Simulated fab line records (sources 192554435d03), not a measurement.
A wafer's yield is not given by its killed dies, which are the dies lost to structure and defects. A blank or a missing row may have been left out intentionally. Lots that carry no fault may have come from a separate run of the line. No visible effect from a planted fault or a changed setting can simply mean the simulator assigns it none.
Split-lot trial | flow n5Finfet | 21 wafers read across 7 lots, on a route 1938 steps long

== THE SPLIT ITSELF ==
At N5_BEOL_M15_PEB_26 (peb time 90 s), the setting pebTempC was moved away from the recipe's 130 C on 11 of the 21 wafers read, by -2.6% to +2.6%. The other wafers ran this setting at the recipe's value.

== FROM THE SPLIT TO THE READING: what the file shows between them, 2 steps ==
- N5_BEOL_M15_DEVELOP_27: develop time 45 s
- N5_BEOL_M15_HARDBAKE_32: time 120 s

== THE READING ==
cdNm, in nm, at N5_BEOL_M15_CD_MEAS_28 (target cd 407.6 nm). Typical for fault-free wafers on this fab line: 408.2 nm, with standard deviation 2 nm.

wafer  | tool, chamber at the split | pebTempC as run, C | against the recipe | cdNm, nm | against lot-mates on the recipe
L074.1 | lithoTrack-05, 0           | 130                | recipe             | 410.8    | -
L074.2 | lithoTrack-05, 0           | 130                | recipe             | 409.8    | -
L074.5 | lithoTrack-05, 0           | 128.3              | -1.3%              | 403.1    | -7.2
L076.1 | lithoTrack-04, 0           | 130                | recipe             | 408.8    | -
L076.4 | lithoTrack-04, 0           | 131.5              | +1.2%              | 415.5    | +6.4
L076.5 | lithoTrack-04, 0           | 130                | recipe             | 409.5    | -
L079.2 | lithoTrack-05, 0           | 130                | recipe             | 408.4    | -
L079.3 | lithoTrack-05, 0           | 133.4              | +2.6%              | 421.7    | +13.3
L079.5 | lithoTrack-05, 0           | 133.4              | +2.6%              | 419.9    | +11.5
L086.2 | lithoTrack-05, 0           | 126.6              | -2.6%              | 392.4    | -16.7
L086.3 | lithoTrack-05, 0           | 130                | recipe             | 409.1    | -
L086.5 | lithoTrack-05, 0           | 126.6              | -2.6%              | 392.5    | -16.6
L087.1 | lithoTrack-01, 0           | 132.7              | +2.1%              | 421.9    | no lot-mate on the recipe
L087.2 | lithoTrack-01, 0           | 132.7              | +2.1%              | 422.8    | no lot-mate on the recipe
L087.6 | lithoTrack-01, 0           | 132.7              | +2.1%              | 423.7    | no lot-mate on the recipe
L090.3 | lithoTrack-05, 0           | 130                | recipe             | 408.7    | -
L090.5 | lithoTrack-05, 0           | 130                | recipe             | 406.7    | -
L090.6 | lithoTrack-05, 0           | 130                | recipe             | 407.2    | -
L094.1 | lithoTrack-01, 0           | 132.6              | +2.0%              | 417.8    | +11.8
L094.3 | lithoTrack-01, 0           | 132.6              | +2.0%              | 415.9    | +9.9
L094.6 | lithoTrack-01, 0           | 130                | recipe             | 406.0    | -

FIT RESULTS
A straight line over all 21 wafers: cdNm changes by +5.59 nm for each +1% of pebTempC; r = +0.97; the points scatter about the line by 2.1 nm.
The same after taking each lot's own level away (the mean of its wafers on the recipe; 18 wafers): +5.57 nm for each +1%; r = +0.99; scatter 1.1 nm.
The reading moves by 15 nm for the largest change in pebTempC, on that fit.
Measured against the standard deviation above, the lots' own levels, which go from 406.00 to 410.30 nm, span 2.2 times it.
The two slopes agree, so the slope changes little with the lot-to-lot level.
Check: with one of the wafers moved furthest among these (+2.6%) left out of the fit, the line predicts +14.3 nm for it against its lot-mates. Against them it came out at +13.3 nm.

== THE WHOLE CHAIN: every reading that the file lists as answering this split, in the file's order ==
step                   | what it does             | reading                                                        | change (the file's fit)              | r (the file's)
N5_BEOL_M15_CD_MEAS_28 | target cd 407.6 nm       | cdNm                                                           | +5.53 nm for each +1% of the setting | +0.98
N5_BEOL_M15_DESCUM_33  | chemistry O2, time 7.9 s | BEOL_M15.cdNm (the simulator's own value, which no gauge read) | +5.5 nm for each +1% of the setting  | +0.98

== FILE'S OWN FIT ==
cdNm changes by +5.53 nm for each +1% of pebTempC, r = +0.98.
